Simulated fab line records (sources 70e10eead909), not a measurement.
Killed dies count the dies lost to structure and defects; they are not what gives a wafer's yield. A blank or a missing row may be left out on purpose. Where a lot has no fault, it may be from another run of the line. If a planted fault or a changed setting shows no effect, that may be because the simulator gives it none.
Which tool was responsible? || flow nand-harc || at 1 step of a route of 1159, 14 lots with 42 wafers sampled

## WHAT THE GAUGES SHOWED, per wafer
NHARC_A_M1_THK_MEAS_24: measures by xrf. Usual: thk-nm at 154.7 nm, with a standard deviation of 1.3.
{"lot": "L436", "measured": "day 18 01:17", "on": "film-metro-02", "thk-nm (nm)": "153.2 154.4 155.8", "flag": ""}
{"lot": "L437", "measured": "day 18 04:17", "on": "film-metro-01", "thk-nm (nm)": "154.3 154.0 153.3", "flag": ""}
{"lot": "L438", "measured": "day 18 04:36", "on": "film-metro-02", "thk-nm (nm)": "153.4 153.7 155.0", "flag": ""}
{"lot": "L439", "measured": "day 19 06:31", "on": "film-metro-01", "thk-nm (nm)": "155.8 156.4 154.4", "flag": ""}
{"lot": "L448", "measured": "day 21 01:02", "on": "film-metro-01", "thk-nm (nm)": "156.0 153.8 152.7", "flag": ""}
{"lot": "L450", "measured": "day 21 10:26", "on": "film-metro-01", "thk-nm (nm)": "157.8 153.1 153.3", "flag": ""}
{"lot": "L451", "measured": "day 22 09:30", "on": "film-metro-01", "thk-nm (nm)": "157.1 155.1 154.6", "flag": ""}
{"lot": "L454", "measured": "day 22 09:37", "on": "film-metro-01", "thk-nm (nm)": "154.7 156.1 155.0", "flag": ""}
{"lot": "L452", "measured": "day 22 13:25", "on": "film-metro-01", "thk-nm (nm)": "155.9 158.2 155.1", "flag": ""}
{"lot": "L455", "measured": "day 23 00:31", "on": "film-metro-01", "thk-nm (nm)": "155.1 154.9 154.4", "flag": ""}
{"lot": "L453", "measured": "day 23 01:44", "on": "film-metro-02", "thk-nm (nm)": "154.3 155.9 154.5", "flag": ""}
{"lot": "L456", "measured": "day 23 03:42", "on": "film-metro-02", "thk-nm (nm)": "154.0 155.1 153.8", "flag": ""}
{"lot": "L457", "measured": "day 23 16:30", "on": "film-metro-01", "thk-nm (nm)": "155.7 154.9 154.4", "flag": ""}
{"lot": "L458", "measured": "day 23 20:21", "on": "film-metro-02", "thk-nm (nm)": "156.5 156.7 153.5", "flag": ""}

## EACH LOT AND THE TOOL THAT RAN IT (in order: tool; ch and the chambers of the sampled wafers; start)
Before these readings, the record contains no process step.

## WHAT THE TOOLS THEMSELVES READ (means of the sampled wafers that have a number; where no wafer has one, the mark that the record gives instead)
The record holds no such reading with a usual standard deviation.

## THE ANSWER, worked out from the rows above alone
Rule: lot off if the mean of its wafers having a number is beyond 3 standard deviations from the usual mean. Also off: a lot with no number at a reading for which 4 or more lots have one. Any other lot the step has rows for is counted as sound. After the gauges, taken in route order, come the tools' own readings; for these a lot's mean is taken, as printed above. At the first step where some lot is off, the reading lying furthest off is the one used; lots without a number count as furthest.
None of the lots is off at any reading shown; this tells nothing.

## WHAT HAD BEEN PUT IN BY THE SIMULATOR
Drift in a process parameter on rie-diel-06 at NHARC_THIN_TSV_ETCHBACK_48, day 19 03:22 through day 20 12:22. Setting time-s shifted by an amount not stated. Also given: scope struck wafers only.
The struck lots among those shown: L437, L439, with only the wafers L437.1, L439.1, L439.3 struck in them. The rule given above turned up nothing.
